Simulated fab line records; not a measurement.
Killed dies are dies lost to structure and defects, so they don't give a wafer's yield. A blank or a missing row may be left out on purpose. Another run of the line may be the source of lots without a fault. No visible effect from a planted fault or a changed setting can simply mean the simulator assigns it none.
Which tool is to blame? | flow nand-harc | Sampling: 24 lots, 72 wafers, 5 of 1302 route steps

WHAT THE GAUGES READ, wafer by wafer
NHARC_P_GATE_CD_MEAS_33. Usual: 121 nm for cd-nm, sd 3.3.
lot  | measured     | on        | cd-nm (nm)  | flag
L074 | day 5 04:58  | cd-sem-01 | 117 119 118 |
L075 | day 5 10:51  | cd-sem-02 | 118 121 125 |
L076 | day 5 19:13  | cd-sem-01 | 126 130 119 |
L077 | day 6 20:21  | cd-sem-03 | 123 122 122 |
L078 | day 6 19:38  | cd-sem-03 | 125 120 123 |
L079 | day 7 10:47  | cd-sem-01 | 122 117 120 |
L080 | day 7 11:20  | cd-sem-01 | 124 118 126 |
L081 | day 8 09:39  | cd-sem-02 | 128 118 120 |
L082 | day 8 14:35  | cd-sem-01 | 120 123 119 |
L083 | day 9 05:11  | cd-sem-01 | 116 117 118 |
L084 | day 9 05:59  | cd-sem-03 | 121 117 117 |
L085 | day 9 20:35  | cd-sem-02 | 118 120 122 |
L086 | day 9 20:10  | cd-sem-03 | 120 119 120 |
L087 | day 10 07:09 | cd-sem-02 | 118 122 120 |
L088 | day 11 01:49 | cd-sem-01 | 115 114 118 |
L089 | day 11 10:48 | cd-sem-01 | 120 123 115 |
L090 | day 11 14:41 | cd-sem-02 | 116 119 124 |
L091 | day 12 08:46 | cd-sem-03 | 123 125 119 |
L092 | day 12 15:11 | cd-sem-03 | 120 123 122 |
L093 | day 12 21:47 | cd-sem-02 | 119 119 126 |
L094 | day 13 14:43 | cd-sem-03 | 121 117 116 |
L095 | day 13 17:29 | cd-sem-02 | 118 122 120 |
L096 | day 14 05:39 | cd-sem-03 | 123 120 123 |
L097 | day 14 12:53 | cd-sem-03 | 118 122 126 |

NHARC_P_CONTACT_OVL_MEAS_13. Usual: overlay-x-nm -0.3 nm, standard deviation 0.73; overlay-y-nm 0.2 nm, standard deviation 1.
lot  | measured     | on         | overlay-x-nm (nm) | overlay-y-nm (nm) | flag
L074 | day 6 00:02  | overlay-02 | 0.3 0.7 0.2       | -0.4 -0.5 -0.3    |
L075 | day 6 05:58  | overlay-01 | 0.3 -0.6 0.2      | 0.6 0.6 1.2       |
L076 | day 6 14:26  | overlay-02 | 0.1 -0.3 0.0      | -0.5 -1.1 -0.9    |
L077 | day 7 15:32  | overlay-01 | 0.5 0.3 0.8       | -0.5 -0.4 -0.4    |
L078 | day 7 14:52  | overlay-02 | -1.0 -1.7 -1.6    | -0.6 -0.6 -0.4    |
L079 | day 8 05:59  | overlay-01 | -0.9 -0.9 -0.7    | -0.6 -0.3 -0.3    |
L080 | day 8 06:55  | overlay-02 | 0.2 -0.7 -0.4     | 1.2 0.9 0.7       |
L081 | day 9 04:51  | overlay-02 | -0.8 -0.8 -0.6    | -0.2 -0.1 0.4     |
L082 | day 9 09:54  | overlay-02 | -0.3 -0.3 -0.3    | 1.8 1.8 1.5       |
L083 | day 10 00:14 | overlay-01 | -1.4 -1.3 -1.5    | -2.1 -2.3 -1.3    |
L084 | day 10 01:17 | overlay-02 | -0.4 -0.8 -0.6    | -0.7 -0.7 -1.0    |
L085 | day 10 16:26 | overlay-02 | -1.0 -1.3 -0.9    | 0.4 -0.2 0.0      |
L086 | day 10 15:43 | overlay-01 | 0.0 0.7 0.6       | 0.6 -0.3 -0.6     |
L087 | day 11 02:16 | overlay-02 | 0.3 0.2 0.3       | 0.8 0.9 0.7       |
L088 | day 12 02:28 | overlay-02 | 0.0 0.1 -0.1      | -1.0 -0.5 -0.3    |
L089 | day 12 06:52 | overlay-01 | -0.1 0.1 0.0      | 0.5 0.1 0.4       |
L090 | day 12 09:56 | overlay-02 | 0.6 0.7 1.3       | 1.8 1.4 1.7       |
L091 | day 13 05:59 | overlay-01 | 0.0 0.1 -0.1      | -0.1 -0.6 -0.2    |
L092 | day 13 10:12 | overlay-02 | 1.1 0.7 0.9       | 0.0 0.1 0.4       |
L093 | day 13 16:48 | overlay-01 | -1.1 -1.6 -1.3    | 2.9 2.8 2.8       |
L094 | day 14 10:04 | overlay-01 | 0.2 0.0 0.2       | 0.7 0.7 0.6       |
L095 | day 14 12:38 | overlay-01 | -0.4 -0.8 -1.1    | -1.5 -1.3 -1.2    |
L096 | day 15 01:08 | overlay-02 | -0.9 -0.8 -0.7    | 1.0 0.7 0.8       |
L097 | day 15 08:05 | overlay-01 | -1.4 -1.4 -1.2    | 1.1 0.8 0.3       |

WHICH TOOL RAN EACH LOT (tool, then ch and the chambers of the sampled wafers, then the start)
lot  | NHARC_P_ZERO_WELL_ETCH_63        | NHARC_P_ZERO_WELL_DESCUM_39        | NHARC_P_GATE_DESCUM_13
L074 | rie-si-03 ch 1,2,3, day 1 21:39  | rie-diel-02 ch 0,1,3, day 2 00:08  | rie-diel-08 ch 1,2,3, day 4 13:42
L075 | rie-si-03 ch 0,1,3, day 2 07:49  | rie-diel-12 ch 0,3, day 2 10:23    | rie-diel-08 ch 0,1,2, day 4 20:14
L076 | rie-si-03 ch 0,3, day 2 17:40    | rie-diel-12 ch 0,1, day 2 20:20    | rie-diel-06 ch 0,1, day 5 03:58
L077 | rie-si-02 ch 0,1,3, day 3 03:53  | rie-diel-02 ch 0,3, day 3 08:00    | rie-diel-11 ch 2,3, day 5 19:43
L078 | rie-si-03 ch 0,2, day 3 13:52    | rie-diel-09 ch 0,3, day 3 16:28    | rie-diel-11 ch 0,1, day 5 23:52
L079 | rie-si-03 ch 0,1,2, day 3 23:48  | rie-diel-02 ch 2,3, day 4 02:31    | rie-diel-06 ch 0,1,3, day 6 19:54
L080 | rie-si-03 ch 1,3, day 4 09:32    | rie-diel-09 ch 1,2,3, day 4 12:08  | rie-diel-11 ch 0,1,2, day 6 19:43
L081 | rie-si-02 ch 0,1,3, day 4 19:44  | rie-diel-09 ch 0,1,3, day 4 22:29  | rie-diel-06 ch 0,1,3, day 7 13:14
L082 | rie-si-03 ch 0,3, day 5 05:32    | rie-diel-09 ch 0,3, day 5 08:52    | rie-diel-11 ch 2,3, day 7 18:25
L083 | rie-si-03 ch 2,3, day 5 15:39    | rie-diel-09 ch 1,3, day 5 18:17    | rie-diel-08 ch 0,2, day 8 10:36
L084 | rie-si-05 ch 0,1,3, day 6 01:42  | rie-diel-09 ch 0,2,3, day 6 04:25  | rie-diel-11 ch 1,2,3, day 8 10:45
L085 | rie-si-02 ch 0,1,2, day 6 11:40  | rie-diel-09 ch 0,2, day 6 14:29    | rie-diel-06 ch 1,3, day 9 01:29
L086 | rie-si-03 ch 1,3, day 6 21:46    | rie-diel-02 ch 0,2, day 7 00:22    | rie-diel-11 ch 1,2,3, day 9 01:19
L087 | rie-si-05 ch 0,2,3, day 7 08:53  | rie-diel-02 ch 0,1,3, day 7 11:23  | rie-diel-11 ch 1,2,3, day 9 16:29
L088 | rie-si-05 ch 0,1,2, day 7 17:46  | rie-diel-12 ch 0,1,3, day 7 20:31  | rie-diel-06 ch 0,1,3, day 10 10:51
L089 | rie-si-05 ch 1,2,3, day 8 03:41  | rie-diel-09 ch 0,1,3, day 8 06:25  | rie-diel-11 ch 0,1,3, day 10 16:34
L090 | rie-si-02 ch 1,2,3, day 8 13:57  | rie-diel-12 ch 0,1,2, day 8 16:26  | rie-diel-11 ch 0,1,2, day 11 00:05
L091 | rie-si-05 ch 0,1,2, day 8 23:34  | rie-diel-02 ch 1,2, day 9 02:02    | rie-diel-08 ch 0,2,3, day 11 17:23
L092 | rie-si-03 ch 0,1,2, day 9 09:54  | rie-diel-02 ch 0,2,3, day 9 12:40  | rie-diel-06 ch 0,2,3, day 11 22:19
L093 | rie-si-05 ch 0,1,3, day 9 19:41  | rie-diel-02 ch 0,2,3, day 9 22:25  | rie-diel-08 ch 0,1,2, day 12 05:43
L094 | rie-si-02 ch 0,1,2, day 10 05:41 | rie-diel-12 ch 0,1,3, day 10 12:19 | rie-diel-06 ch 0,3, day 12 22:21
L095 | rie-si-03 ch 0,1,3, day 10 15:53 | rie-diel-02 ch 0,1,2, day 10 18:36 | rie-diel-11 ch 0,1,2, day 13 02:26
L096 | rie-si-03 ch 0,1,2, day 11 01:31 | rie-diel-09 ch 0,1,2, day 11 04:08 | rie-diel-08 ch 0,1,2, day 13 10:48
L097 | rie-si-05 ch 0,1, day 11 11:54   | rie-diel-02 ch 0,1, day 11 14:38   | rie-diel-08 ch 0,1, day 13 21:49
- NHARC_P_ZERO_WELL_ETCH_63: etches the open film in HBr/Cl2, target depth 120 nm, time 40.1 s.
- NHARC_P_ZERO_WELL_DESCUM_39: chemistry O2, time 3 s.
- NHARC_P_GATE_DESCUM_13: chemistry O2, time 3 s.

AS READ BY THE TOOLS THEMSELVES (means over the sampled wafers that have a number; for cases with no such wafer, the mark the record gives instead)
NHARC_P_ZERO_WELL_ETCH_63. Usual: bias-w 99.9 W, standard deviation 0.31; drypump-motor-current-A 5.5 A, standard deviation 0.44; oes-product-au 1.002 a.u., standard deviation 0.013; throttle-valve-pct 26.405 %, standard deviation 0.0087.
lot  | tool      | bias-w (W) | drypump-motor-current-A (A) | oes-product-au (a.u.) | throttle-valve-pct (%) | flag
L074 | rie-si-03 | 100.0      | 5.7                         | 1.007                 | 26.409                 |
L075 | rie-si-03 | 100.0      | 5.9                         | 0.995                 | 26.405                 |
L076 | rie-si-03 | 99.9       | 6.0                         | 0.997                 | 26.405                 |
L077 | rie-si-02 | 99.9       | 5.3                         | 0.995                 | 26.404                 |
L078 | rie-si-03 | 100.1      | 5.5                         | 0.999                 | 26.407                 |
L079 | rie-si-03 | 99.9       | 5.5                         | 0.993                 | 26.402                 |
L080 | rie-si-03 | 100.1      | 5.8                         | 1.003                 | 26.403                 |
L081 | rie-si-02 | 100.0      | 5.3                         | 1.005                 | 26.410                 |
L082 | rie-si-03 | 100.0      | 6.0                         | 1.022                 | 26.404                 |
L083 | rie-si-03 | 99.7       | 5.8                         | 1.014                 | 26.409                 |
L084 | rie-si-05 | 99.5       | 5.2                         | 0.989                 | 26.409                 |
L085 | rie-si-02 | 100.1      | 5.2                         | 1.019                 | 26.409                 |
L086 | rie-si-03 | 100.2      | 5.8                         | 0.991                 | 26.409                 |
L087 | rie-si-05 | 99.8       | 5.5                         | 1.011                 | 26.411                 |
L088 | rie-si-05 | 99.9       | 5.2                         | 0.997                 | 26.411                 |
L089 | rie-si-05 | 100.1      | 5.5                         | 1.004                 | 26.409                 |
L090 | rie-si-02 | 99.7       | 5.6                         | 1.002                 | 26.408                 |
L091 | rie-si-05 | 99.7       | 5.2                         | 1.007                 | 26.413                 |
L092 | rie-si-03 | 99.9       | 5.5                         | 0.992                 | 26.404                 |
L093 | rie-si-05 | 100.0      | 5.2                         | 1.001                 | 26.406                 |
L094 | rie-si-02 | 99.8       | 5.2                         | 0.997                 | 26.412                 |
L095 | rie-si-03 | 99.7       | 5.9                         | 1.010                 | 26.409                 |
L096 | rie-si-03 | 100.2      | 5.5                         | 1.007                 | 26.411                 |
L097 | rie-si-05 | 99.8       | 4.8                         | 1.002                 | 26.409                 |

NHARC_P_ZERO_WELL_DESCUM_39. Usual: drypump-motor-current-A 5.8 A, standard deviation 0.56; oes-product-au 1.001 a.u., standard deviation 0.013; rf-vpp-V 57.7 V, standard deviation 0.83; showerhead-plenum-p-Torr 1.90 Torr, standard deviation 0.075; throttle-valve-pct 11.310 %, standard deviation 0.0086.
lot  | tool        | drypump-motor-current-A (A) | oes-product-au (a.u.) | rf-vpp-V (V) | showerhead-plenum-p-Torr (Torr) | throttle-valve-pct (%) | flag
L074 | rie-diel-02 | 5.9                         | 1.002                 | 57.8         | 1.84                            | 11.306                 |
L075 | rie-diel-12 | 5.8                         | 1.002                 | 57.0         | 1.89                            | 11.315                 |
L076 | rie-diel-12 | 6.5                         | 1.017                 | 57.8         | 1.85                            | 11.311                 |
L077 | rie-diel-02 | 5.9                         | 1.009                 | 57.6         | 1.84                            | 11.308                 |
L078 | rie-diel-09 | 6.2                         | 0.991                 | 57.8         | 2.00                            | 11.308                 |
L079 | rie-diel-02 | 5.6                         | 1.011                 | 57.5         | 1.87                            | 11.297                 |
L080 | rie-diel-09 | 5.9                         | 0.981                 | 58.4         | 2.01                            | 11.300                 |
L081 | rie-diel-09 | 5.8                         | 0.987                 | 58.7         | 2.00                            | 11.305                 |
L082 | rie-diel-09 | 5.7                         | 0.999                 | 58.4         | 1.97                            | 11.313                 |
L083 | rie-diel-09 | 5.9                         | 0.989                 | 58.7         | 2.02                            | 11.312                 |
L084 | rie-diel-09 | 5.8                         | 1.003                 | 58.5         | 1.97                            | 11.305                 |
L085 | rie-diel-09 | 5.4                         | 1.005                 | 57.8         | 1.95                            | 11.308                 |
L086 | rie-diel-02 | 5.0                         | 1.002                 | 58.1         | 1.87                            | 11.312                 |
L087 | rie-diel-02 | 5.9                         | 1.003                 | 57.5         | 1.83                            | 11.311                 |
L088 | rie-diel-12 | 6.1                         | 1.001                 | 57.8         | 1.87                            | 11.310                 |
L089 | rie-diel-09 | 5.8                         | 1.012                 | 58.3         | 1.99                            | 11.304                 |
L090 | rie-diel-12 | 6.2                         | 1.005                 | 57.7         | 1.87                            | 11.320                 |
L091 | rie-diel-02 | 5.2                         | 1.014                 | 56.7         | 1.87                            | 11.311                 |
L092 | rie-diel-02 | 5.5                         | 0.995                 | 57.8         | 1.84                            | 11.310                 |
L093 | rie-diel-02 | 5.4                         | 1.005                 | 57.4         | 1.84                            | 11.318                 |
L094 | rie-diel-12 | 6.1                         | 0.995                 | 57.8         | 1.86                            | 11.317                 |
L095 | rie-diel-02 | 5.5                         | 1.007                 | 57.4         | 1.83                            | 11.302                 |
L096 | rie-diel-09 | 5.4                         | 1.002                 | 58.0         | 1.97                            | 11.306                 |
L097 | rie-diel-02 | 5.7                         | 1.004                 | 56.8         | 1.80                            | 11.323                 |

NHARC_P_GATE_DESCUM_13. Usual: drypump-motor-current-A 5.6 A, standard deviation 0.3; oes-product-au 1.000 a.u., standard deviation 0.016; rf-vpp-V 57.9 V, standard deviation 0.87; showerhead-plenum-p-Torr 1.93 Torr, standard deviation 0.077; throttle-valve-pct 11.311 %, standard deviation 0.009.
lot  | tool        | drypump-motor-current-A (A) | oes-product-au (a.u.) | rf-vpp-V (V) | showerhead-plenum-p-Torr (Torr) | throttle-valve-pct (%) | flag
L074 | rie-diel-08 | 5.8                         | 0.990                 | 58.2         | 1.88                            | 11.309                 |
L075 | rie-diel-08 | 5.8                         | 0.994                 | 58.7         | 1.94                            | 11.308                 |
L076 | rie-diel-06 | 5.7                         | 1.023                 | 58.8         | 2.02                            | 11.313                 |
L077 | rie-diel-11 | 5.4                         | 1.008                 | 58.5         | 1.99                            | 11.300                 |
L078 | rie-diel-11 | 5.5                         | 0.980                 | 58.1         | 1.97                            | 11.314                 |
L079 | rie-diel-06 | 5.8                         | 1.002                 | 57.9         | 1.95                            | 11.303                 |
L080 | rie-diel-11 | 5.4                         | 0.990                 | 57.5         | 1.97                            | 11.308                 |
L081 | rie-diel-06 | 5.8                         | 1.008                 | 57.2         | 1.95                            | 11.317                 |
L082 | rie-diel-11 | 5.4                         | 0.997                 | 58.2         | 1.99                            | 11.316                 |
L083 | rie-diel-08 | 5.8                         | 0.995                 | 58.3         | 1.96                            | 11.309                 |
L084 | rie-diel-11 | 5.3                         | 1.007                 | 57.5         | 1.95                            | 11.309                 |
L085 | rie-diel-06 | 6.1                         | 0.998                 | 57.6         | 1.93                            | 11.322                 |
L086 | rie-diel-11 | 5.3                         | 1.002                 | 57.5         | 1.95                            | 11.309                 |
L087 | rie-diel-11 | 5.3                         | 1.008                 | 57.1         | 1.95                            | 11.305                 |
L088 | rie-diel-06 | 5.8                         | 0.999                 | 58.0         | 1.95                            | 11.306                 |
L089 | rie-diel-11 | 5.4                         | 1.003                 | 57.9         | 1.95                            | 11.310                 |
L090 | rie-diel-11 | 5.4                         | 0.994                 | 59.1         | 1.97                            | 11.312                 |
L091 | rie-diel-08 | 5.7                         | 1.000                 | 58.5         | 1.91                            | 11.313                 |
L092 | rie-diel-06 | 5.8                         | 0.993                 | 57.8         | 1.87                            | 11.314                 |
L093 | rie-diel-08 | 5.8                         | 1.003                 | 57.1         | 1.93                            | 11.311                 |
L094 | rie-diel-06 | 5.7                         | 0.984                 | 57.5         | 1.91                            | 11.315                 |
L095 | rie-diel-11 | 5.4                         | 1.008                 | 58.4         | 1.96                            | 11.315                 |
L096 | rie-diel-08 | 5.8                         | 1.004                 | 58.9         | 1.93                            | 11.312                 |
L097 | rie-diel-08 | 5.8                         | 0.996                 | 58.3         | 1.94                            | 11.317                 |

THE ANSWER, worked out from the rows above alone
Rule: take the mean of a lot's wafers that have a number; if it is more than 3 standard deviations from the usual mean, the lot is off. A lot without any number at a reading at which 4 lots or more have one is off too. Where the step has rows for the other lots, those lots are counted as sound. Order of review: gauges by route order, followed by the tools' own readings, for which a lot's mean as printed above is used. At the first step where some lot is off, the reading lying furthest off is the one used; lots without a number count as furthest.
Nothing can be told from this: no lot is off at any reading shown.

WHAT WAS PUT IN BY THE SIMULATOR
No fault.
